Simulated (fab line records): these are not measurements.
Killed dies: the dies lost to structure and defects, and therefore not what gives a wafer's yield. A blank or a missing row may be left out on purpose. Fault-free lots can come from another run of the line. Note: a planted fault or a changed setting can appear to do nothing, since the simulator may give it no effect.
Matching of chambers -- flow nand_harc -- 4 sister chambers for NHARC_A_STAIRCASE_ETCH_313 on rie_diel-06
The step etches the open film in CF4/CHF3. 8 wafers are shown with their chamber, then 12 later ones without.

== EACH WAFER AND ITS CHAMBER ==
wafer,chamber,drypump_motor_current_A (A),showerhead_plenum_p_Torr (Torr)
L090.3,2,5.4,1.53
L090.6,3,6.1,1.60
L089.1,1,5.7,1.56
L089.4,3,6.1,1.60
L089.6,0,6.2,1.60
L092.2,0,6.2,1.59
L092.5,2,5.4,1.52
L092.6,1,5.8,1.56

== WAFERS WITH NO CHAMBER GIVEN ==
wafer,drypump_motor_current_A (A),showerhead_plenum_p_Torr (Torr)
L091.4,6.2,1.59
L091.5,5.4,1.52
L091.6,5.7,1.56
L095.1,5.7,1.56
L095.2,6.1,1.60
L095.6,5.4,1.52
L096.4,5.4,1.52
L096.5,5.4,1.52
L096.6,5.7,1.56
L097.2,6.1,1.59
L097.5,5.4,1.52
L097.6,6.1,1.59

== WHICH CHAMBER EACH ONE RAN IN ==
wafer,from the rows above,in truth
L091.4,0,0
L091.5,2,2
L091.6,1,1
L095.1,1,1
L095.2,3,3
L095.6,2,2
L096.4,2,2
L096.5,2,2
L096.6,1,1
L097.2,can't be placed: 3 or 0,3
L097.5,2,2
L097.6,can't be placed: 3 or 0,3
Correct placement for 10 of the 12. Unplaceable from these rows: 2, with the true chamber sitting among the candidates in 2. Placed wrongly: 0.
How it was worked out, from the rows above alone: a wafer's distance from a chamber is the root of the sum, over the readings, of the square of ((its reading less the chamber's mean) divided by the reading's scatter). If the next closest chamber is less than 2 further off than the closest, the wafer can't be placed; otherwise it belongs to the closest. A chamber's mean is the mean of its shown wafers. How the scatter is found: for the shown wafers, subtract from each reading the mean of its chamber, square and add these, divide the total by (wafers less chambers), then take the root.
